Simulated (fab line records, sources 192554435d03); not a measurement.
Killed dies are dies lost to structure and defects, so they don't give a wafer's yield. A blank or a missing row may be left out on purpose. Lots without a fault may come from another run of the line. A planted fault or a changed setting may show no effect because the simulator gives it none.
fab line records | flow n5_finfet
record lots=9 wafers=27 last_day=18
route steps=1938 shown ZERO_LAYER@16 PMOS_HMC_CHANNEL_EPI@59 BEOL_M4@1111 PASSIVATION@1936
lots that met no fault: from a run of the same line without faults
start_h: hours from the record's first day to the start of the lot's first wafer shown | wait_h: hours since the lot's step before | " the same as in the row above | L1.1+2: a row that stands for several wafers | - no value, or no start given | * or withheld: withheld | < > ~ a bound
route shown NAME@n: a module of which the file shows steps, and the number in the route of the first | usual: mean/standard deviation of fault-free wafers | same: alike in all rows | chamber/n: place in a boat | sites: the reading at each site | _std_site: their standard deviation | _edge_site: outer sites' mean less inner sites' | radius_mm: how far each site lies from the wafer's centre | mask NAME#n: copy n | behind: the tool/chamber that last shaped the wafer | hold: why the lot was held/for how many hours/how that ended | device: the transistor (n, p or np) that didn't switch | end of line: the same wafers' tests at the end of the route | a step without rows: its recipe alone | killed: dies lost to structure and defects at the first sort, not the wafer's yield | map: a wafer's dies, x killed, . not, _ none there
set.NAME: the setting as run; set.NAME@STEP: as run at that earlier step | model.NAME: the simulator's own value behind a step, which no gauge read
steps of the route over a sample of lots; a table a step, a row a wafer
services: from which hour (start_h, from the record's first day; less than 0 if before it) a tool's chamber was out of use, for how many hours, and why
## steps
# step N5_ZERO_LAYER_ETCH_18
# recipe chemistry=HBr/Cl2 target=Si target_depth_a=1200 time_s=40 pressure_mtorr=10 icp_w=800 bias_w=75 HBr_flow_sccm=150 Cl2_flow_sccm=80
# usual drypump_motor_current_A=5.9/0.44 oes_product_au=1.004/0.013 throttle_valve_pct=36.1/0.31
# columns lot.wafer tool chamber start_h wait_h drypump_motor_current_A oes_product_au rf_hours_counter_h throttle_valve_pct
L839.1 rie_si-05 1 13.12 0.0 5.6 1.032 42 36.0
L839.3 " 0 " " 5.5 0.999 168 36.1
L839.5 " 0 " " 5.5 1.010 - 36.1
L848.2 rie_si-03 2 66.81 0.0 6.4 1.018 20 36.2
L848.4 " 0 " " 5.7 0.992 195 36.0
L848.5 " 2 " " 6.4 1.020 - 36.2
L849.1 rie_si-03 1 72.81 0.0 5.8 0.991 54 36.5
L849.3 " 0 " " 5.6 1.003 195 36.0
L849.4 " 3 " " 6.6 0.985 111 35.6
L850.3 rie_si-02 3 78.80 0.0 5.4 1.017 44 35.7
L850.5 " 0 " " 5.9 1.024 - 35.8
L850.6 " 3 " " 5.4 1.011 - 35.7
L853.2 rie_si-03 2 96.91 0.0 6.4 1.017 21 36.2
L853.3 " 1 " " 5.8 0.993 54 36.5
L853.5 " 3 " " 6.6 0.988 - 35.6
L854.2 rie_si-05 1 102.92 0.0 5.6 1.027 44 36.0
L854.4 " 2 " " 6.1 0.998 - 36.4
L854.6 " 3 " " 5.0 0.991 - 36.1
L856.2 rie_si-02 1 114.79 0.0 6.0 0.980 23 36.3
L856.4 " 3 " " 5.3 1.019 45 35.7
L856.6 " 1 " " 6.0 0.989 - 36.3
L859.4 rie_si-05 0 133.02 0.0 5.5 1.005 170 36.1
L859.5 " 2 " " 6.1 1.001 - 36.5
L859.6 " 3 " " 5.0 0.996 - 36.1
L861.1 rie_si-02 1 144.91 0.0 6.0 0.980 23 36.3
L861.2 " 2 " " 5.9 1.001 56 36.5
L861.3 " 0 " " 5.9 1.021 16 35.8
# step N5_ZERO_LAYER_STRIP_24
# recipe chemistry=O2 power_w=1000 temp_c=250 overash_fraction=0.3 pressure_mtorr=1000 o2_flow_sccm=6750
# usual drypump_motor_current_A=5.5/0.45 heater_power_w=328/26 oes_product_au=0.647/0.0044 strip_time_to_endpoint_s=43.91/0.095
# columns lot.wafer tool chamber start_h wait_h drypump_motor_current_A heater_power_w oes_product_au rf_hours_counter_h strip_time_to_endpoint_s
L839.1 plasma_asher-01 0 13.22 0.1 6.2 278 0.648 82 43.97
L839.3 " 0 " " 6.2 290 0.644 - 43.94
L839.5 " 0 " " 6.2 290 0.641 - 44.03
L848.2 plasma_asher-01 1 66.92 0.1 4.9 351 0.654 92 43.97
L848.4 " 1 " " 4.9 351 0.653 - 43.97
L848.5 " 0 " " 6.1 280 0.638 - 43.98
L849.1 plasma_asher-02 0 72.92 0.1 5.5 340 0.646 35 43.83
L849.3 " 1 " " 5.6 340 0.645 - 43.85
L849.4 " 0 " " 5.5 328 0.654 - 43.83
L850.3 plasma_asher-02 1 78.93 0.1 5.6 340 0.660 - 43.87
L850.5 " 0 " " 5.5 337 0.649 - 43.99
L850.6 " 1 " " 5.6 338 0.647 - 43.95
L853.2 plasma_asher-01 1 97.02 0.1 4.9 363 0.652 100 43.93
L853.3 " 0 " " 6.2 292 0.643 - 43.86
L853.5 " 1 " " 5.0 348 0.652 - 43.91
L854.2 plasma_asher-01 1 103.02 0.1 4.9 354 0.646 100 43.85
L854.4 " 1 " " 4.9 353 0.642 - 43.97
L854.6 " 0 " " 6.2 289 0.645 - 44.06
L856.2 plasma_asher-02 0 114.89 0.1 5.5 340 0.646 40 43.83
L856.4 " 1 " " 5.6 326 0.645 - 43.88
L856.6 " 1 " " 5.6 344 0.645 - 43.87
L859.4 plasma_asher-01 0 133.14 0.1 6.1 285 0.644 - 43.81
L859.5 " 0 " " 6.2 290 0.649 - 43.97
L859.6 " 1 " " 5.0 349 0.644 - 43.82
L861.1 plasma_asher-01 0 145.02 0.1 6.1 286 0.648 108 44.13
L861.2 " 1 " " 5.0 366 0.647 108 44.14
L861.3 " 0 " " 6.2 286 0.644 - 44.10
# step N5_PMOS_HMC_CHANNEL_EPI_COAT_03
# recipe resist=CAR-ArF-block spin_rpm=1500 resist_thk_nm=205
# usual chill_plate_temp_C=23.01/0.098 spin_speed_rpm=1499.9/0.86
# columns lot.wafer tool chamber start_h wait_h chill_plate_temp_C spin_speed_rpm
L839.1 litho_track-01 0 17.37 - 22.94 1500.9
L839.3 " 0 " " 23.00 1500.7
L839.5 " 0 " " 23.03 1499.1
L848.2 litho_track-01 0 71.12 - 22.98 1460.0
L848.4 " 0 " " 22.98 1461.5
L848.5 " 0 " " 23.05 1459.9
L849.1 litho_track-02 0 76.89 - 22.93 1500.1
L849.3 " 0 " " 23.05 1501.0
L849.4 " 0 " " 22.90 1500.0
L850.3 litho_track-01 0 83.35 - 22.98 1459.2
L850.5 " 0 " " 23.06 1459.5
L850.6 " 0 " " 23.09 1460.4
L853.2 litho_track-04 0 100.97 - 22.99 1498.8
L853.3 " 0 " " 23.04 1499.7
L853.5 " 0 " " 22.91 1500.2
L854.2 litho_track-02 0 107.23 - 23.13 1499.0
L854.4 " 0 " " 23.18 1500.5
L854.6 " 0 " " 23.16 1500.1
L856.2 litho_track-02 0 118.78 - 23.05 1499.2
L856.4 " 0 " " 23.17 1500.0
L856.6 " 0 " " 23.02 1500.2
L859.4 litho_track-04 0 137.58 - 23.14 1500.3
L859.5 " 0 " " 22.86 1500.5
L859.6 " 0 " " 22.98 1499.1
L861.1 litho_track-04 0 149.08 - 22.92 1499.7
L861.2 " 0 " " 22.98 1499.4
L861.3 " 0 " " 22.97 1497.9
# step N5_PMOS_HMC_CHANNEL_EPI_DESCUM_14
# recipe chemistry=O2 time_s=7.9 source_power_w=50 bias_power_w=20 pressure_mtorr=20 rf_frequency_hz=2.712e+07 temp_c=40 resist=CAR-ArF-block o2_flow_sccm=225
# usual drypump_motor_current_A=5.5/0.49 oes_product_au=0.76/0.07 rf_vpp_V=243.0/1.3 showerhead_plenum_p_Torr=2.08/0.07 throttle_valve_pct=20.56/0.29
# columns lot.wafer tool chamber start_h wait_h drypump_motor_current_A oes_product_au rf_hours_counter_h rf_vpp_V showerhead_plenum_p_Torr throttle_valve_pct
L839.1 rie_diel-04 3 18.09 0.3 5.3 0.75 161 243.2 2.18 20.24
L839.3 " 2 " " 6.1 0.73 174 243.7 2.18 20.83
L839.5 " 1 " " 6.5 0.84 - 244.5 2.14 20.17
L848.2 rie_diel-02 2 71.43 0.0 5.8 0.69 195 242.5 2.05 19.93
L848.4 " 1 " " 5.9 0.90 39 242.4 2.05 20.13
L848.5 " 3 " " 5.0 0.81 - 242.4 2.01 20.75
L849.1 rie_diel-02 0 77.32 0.0 6.0 0.78 146 244.1 2.07 20.62
L849.3 " 2 " " 5.7 0.69 197 243.5 2.05 19.95
L849.4 " 1 " " 5.9 0.89 40 242.2 2.05 20.16
L850.3 rie_diel-06 0 83.65 0.0 5.3 0.89 25 241.2 2.06 20.67
L850.5 " 0 " " 5.3 0.91 - 243.8 2.06 20.69
L850.6 " 1 " " 5.1 0.69 - 240.3 1.98 20.61
L853.2 rie_diel-02 3 101.39 0.2 5.1 0.80 111 242.7 2.00 20.76
L853.3 " 1 " " 5.9 0.88 46 243.0 2.05 20.16
L853.5 " 1 " " 5.9 0.88 - 243.1 2.05 20.18
L854.2 rie_diel-04 0 107.66 0.0 5.5 0.71 229 242.9 2.08 21.01
L854.4 " 3 " " 5.3 0.72 186 243.3 2.17 20.27
L854.6 " 0 " " 5.5 0.71 - 242.3 2.08 21.02
L856.2 rie_diel-04 0 119.21 0.0 5.6 0.71 233 243.5 2.08 21.04
L856.4 " 1 " " 6.5 0.80 90 242.0 2.13 20.20
L856.6 " 2 " " 6.1 0.70 - 244.2 2.17 20.87
L859.4 rie_diel-04 1 138.05 0.0 6.5 0.80 96 244.8 2.13 20.22
L859.5 " 0 " " 5.6 0.70 - 242.3 2.08 21.03
L859.6 " 3 " " 5.3 0.73 - 244.1 2.17 20.28
L861.1 rie_diel-06 2 149.51 0.0 4.8 0.67 244 244.9 2.15 20.60
L861.2 " 3 " " 5.3 0.74 153 241.3 1.98 20.53
L861.3 " 0 " " 5.3 0.87 47 241.7 2.06 20.71
# step N5_BEOL_M4_RC_MEAS_101
# usual DIBL_N=35.4/2.1 DIBL_P=34.8/2.6 IOFF_N=0.15/0.037 IOFF_P=0.19/0.037 ION_N=677/16 ION_P=462/9.3 SS_N=71.4/0.75 SS_P=72.9/0.77 VT_N=250/3.7 VT_P=-251/3.5
# columns lot.wafer tool chamber start_h wait_h DIBL_N[mV/V] DIBL_P[mV/V] IOFF_N[nA/um] IOFF_P[nA/um] ION_N[uA/um] ION_P[uA/um] SS_N[mV/dec] SS_P[mV/dec] VT_N[mV] VT_P[mV]
L839.1 prober-01 0 183.49 0.0 35.6 34.3 0.13 0.14 654 441 71.5 72.4 255 -257
L839.3 " 0 " " 39.3 38.9 0.22 0.20 684 455 73.0 73.8 247 -256
L839.5 " 0 " " 37.9 37.1 0.19 0.18 686 455 72.5 73.3 249 -254
L848.2 prober-01 0 230.56 0.2 34.5 34.6 0.13 0.17 684 464 71.4 72.2 252 -252
L848.4 " 0 " " 36.8 37.8 0.15 0.20 669 453 71.6 73.7 251 -255
L848.5 " 0 " " 36.8 36.9 0.16 0.19 668 457 71.8 73.4 249 -253
L849.1 prober-01 0 231.34 0.7 36.0 34.6 0.13 0.21 649 450 71.0 73.0 250 -251
L849.3 " 0 " " 36.2 34.6 0.15 0.20 677 466 71.3 73.2 246 -252
L849.4 " 0 " " 37.3 35.1 0.15 0.19 661 450 71.3 72.4 249 -251
L850.3 prober-02 0 251.52 0.3 34.3 34.2 0.13 0.17 660 454 71.3 71.9 251 -253
L850.5 " 0 " " 39.5 41.3 0.25 0.31 712 480 72.6 74.3 242 -243
L850.6 " 0 " " 32.7 31.6 0.11 0.14 669 457 70.9 72.1 253 -254
L853.2 prober-01 0 255.53 0.2 33.4 32.6 0.11 0.17 661 455 71.3 72.1 254 -250
L853.3 " 0 " " 32.9 31.6 0.10 0.15 643 453 70.7 72.0 260 -253
L853.5 " 0 " " 36.4 34.9 0.15 0.20 652 452 72.4 72.8 253 -249
L854.2 prober-02 0 260.80 0.2 38.6 39.2 0.20 0.24 681 474 72.1 73.5 248 -249
L854.4 " 0 " " 33.9 33.0 0.12 0.15 668 460 71.0 72.4 252 -255
L854.6 " 0 " " 39.1 38.8 0.18 0.23 672 464 71.7 73.8 251 -251
L856.2 prober-01 0 269.96 0.2 33.1 32.2 0.11 0.15 662 448 69.8 71.9 252 -255
L856.4 " 0 " " 32.3 31.9 0.11 0.15 682 472 70.4 73.0 253 -253
L856.6 " 0 " " 33.5 33.4 0.13 0.16 668 456 71.0 72.7 251 -251
L859.4 prober-01 0 303.34 0.5 35.9 34.1 0.13 0.15 656 449 71.6 72.8 255 -254
L859.5 " 0 " " 39.2 39.1 0.20 0.22 709 469 72.2 74.6 245 -253
L859.6 " 0 " " 35.8 33.8 0.13 0.14 668 445 71.5 73.2 254 -261
L861.1 prober-01 0 327.31 0.0 35.5 35.0 0.15 0.23 676 468 71.7 73.1 254 -243
L861.2 " 0 " " 32.7 31.9 0.11 0.18 672 472 70.3 71.7 254 -247
L861.3 " 0 " " 35.4 36.6 0.16 0.25 688 474 71.5 72.9 249 -244
# step N5_PASSIVATION_PROBE_49
# usual defect_limited_yield=90.5/1.7 killed_at_M0_to_M3=37/12 killed_at_M4_up=14/5.2 killed_at_contacts=12/5.9 killed_at_front_end=45/14 killed_at_other=3.5/2.8 killed_dies=112/21 killed_open=73/15 killed_short=36/8.9 sort_bin_5_function=5.6/1.2 sort_bin_6_memory=3.5/0.68 sort_bin_8_speed=0.01/0.1 sort_n_pass=1068/21 sort_yield_pct=90.5/1.8
# same gross_dies=1180 killed_at_back_side=0 sort_bin_4_leakage[%]=0
# columns lot.wafer tool chamber start_h wait_h defect_limited_yield[%] killed_at_M0_to_M3 killed_at_M4_up killed_at_contacts killed_at_front_end killed_at_other killed_dies killed_open killed_short sort_bin_5_function[%] sort_bin_6_memory[%] sort_bin_8_speed[%] sort_n_pass sort_yield_pct[%]
L848.2 prober-01 - 342.66 0.1 91.9 25 12 11 42 5 95 53 32 4.2 2.8 0 1085 91.9
L850.3 prober-02 - 361.18 0.1 89.3 26 11 10 75 4 126 84 38 6.9 3.6 0 1054 89.3
L850.5 prober-02 - 361.28 0.2 89.4 40 19 13 49 4 125 92 31 6.4 3.9 0 1055 89.4
L850.6 prober-02 - 361.33 0.3 92.0 17 8 11 57 1 94 54 37 5.1 2.5 0 1086 92.0
L853.2 prober-02 - 367.76 0.1 88.8 32 13 7 72 8 132 84 46 7.0 3.8 0 1048 88.8
L853.3 prober-02 - 367.81 0.1 90.0 37 12 3 65 1 118 76 42 6.1 3.7 0.08 1061 89.9
L853.5 prober-02 - 367.91 0.2 86.6 47 15 11 82 3 158 110 47 8.2 4.6 0 1022 86.6
# killed by level:class
L848.2 MOL_CONTACT_COAG:geometric_particle:open=10 HKMG_FIN:area_etch=9 FIN_SAQP:geometric_particle:short=6 GATE_CUT:geometric_particle:short=6 FIN_SAQP:geometric_particle:open=5 BEOL_M0_SAQP:geometric_particle:open=5 BEOL_M4:geometric_particle:open=5 BEOL_M1:geometric_particle:open=5
L850.3 STI_FIN_REVEAL:geometric_particle:open=23 GATE_CUT:geometric_particle:short=11 FIN_SAQP:geometric_particle:open=9 BEOL_M2:geometric_particle:open=9 MOL_CONTACT_COAG:geometric_particle:open=8 BEOL_M0_SAQP:geometric_particle:open=7 FIN_SAQP:geometric_particle:short=6 GATE_CUT:geometric_particle:open=6
L850.5 BEOL_M2:geometric_particle:open=20 MOL_CONTACT_COAG:geometric_particle:open=11 BEOL_M0_SAQP:geometric_particle:open=10 FIN_SAQP:geometric_particle:open=9 FIN_SAQP:geometric_particle:short=9 BEOL_M4:geometric_particle:open=9 STI_FIN_REVEAL:geometric_particle:open=5 DUMMY_GATE:geometric_particle:open=4
L850.6 STI_FIN_REVEAL:geometric_particle:open=11 MOL_CONTACT_COAG:geometric_particle:open=10 FIN_SAQP:geometric_particle:short=8 GATE_CUT:geometric_particle:short=7 FIN_SAQP:geometric_particle:open=6 GATE_CUT:geometric_particle:open=6 STARTING-WAFER:geometric_particle:open=5 BEOL_M0_SAQP:geometric_particle:short=5
L853.2 FIN_SAQP:geometric_particle:open=17 GATE_CUT:geometric_particle:short=14 STI_FIN_REVEAL:geometric_particle:open=14 BEOL_M2:geometric_particle:open=11 GATE_CUT:geometric_particle:open=9 BEOL_M0_SAQP:geometric_particle:short=9 BEOL_M4:geometric_particle:open=7 STI_FIN_REVEAL:geometric_particle:short=7
L853.3 FIN_SAQP:geometric_particle:open=19 STI_FIN_REVEAL:geometric_particle:open=13 FIN_SAQP:geometric_particle:short=10 BEOL_M0_SAQP:geometric_particle:short=7 BEOL_M0_SAQP:geometric_particle:open=6 BEOL_M2:geometric_particle:open=6 BEOL_M3:geometric_particle:open=6 BEOL_M5:geometric_particle:open=6
L853.5 STI_FIN_REVEAL:geometric_particle:open=23 FIN_SAQP:geometric_particle:open=19 BEOL_M0_SAQP:geometric_particle:open=14 MOL_CONTACT_COAG:geometric_particle:open=10 BEOL_M0_SAQP:geometric_particle:short=9 DUMMY_GATE:geometric_particle:open=8 BEOL_M2:geometric_particle:open=8 BEOL_M4:geometric_particle:open=7
## services
# columns tool chamber start_h hours kind
rie_si-02 - 17.58 0.6 repair
rie_diel-04 3 21.75 5.6 repair
plasma_asher-01 - 27.37 0.7 repair
rie_diel-02 - 27.88 28.1 pm
plasma_asher-01 - 28.40 1.8 repair
plasma_asher-01 - 51.81 2.8 pm
plasma_asher-02 - 84.93 11.0 repair
rie_diel-02 3 87.44 2.6 repair
rie_diel-04 2 109.23 1.6 repair
litho_track-04 - 111.76 - consumable_replace:filter
rie_diel-06 2 112.41 19.7 repair
rie_diel-04 0 138.95 5.4 repair
rie_diel-06 1 140.33 - clean
rie_diel-06 1 140.33 - consumable_replace:focus_ring
rie_diel-06 1 140.33 - consumable_replace:showerhead
rie_diel-06 1 140.33 18.2 scheduled_down
rie_diel-06 1 140.33 18.2 vent_cycle
rie_si-03 0 145.19 2.3 repair
## key
first_sign step=N5_PMOS_HMC_CHANNEL_EPI_COAT_03 reading=spin_speed_rpm direction=down sigmas=46 usual=* struck=*
effect none on later readings
met_at N5_PMOS_HMC_CHANNEL_EPI_COAT_03
struck_lots L848,L850
not_acting_at N5_ZERO_LAYER_ETCH_18,N5_ZERO_LAYER_STRIP_24,N5_PMOS_HMC_CHANNEL_EPI_DESCUM_14
onset_between 17.37 71.12
fault kind=process_parameter_drift tool=litho_track-01 chamber=- onset_h=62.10 steps=N5_PMOS_HMC_CHANNEL_EPI_COAT_03 channel=spin_rpm offset=* shape=step end_h=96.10 acts_in=* stated=*
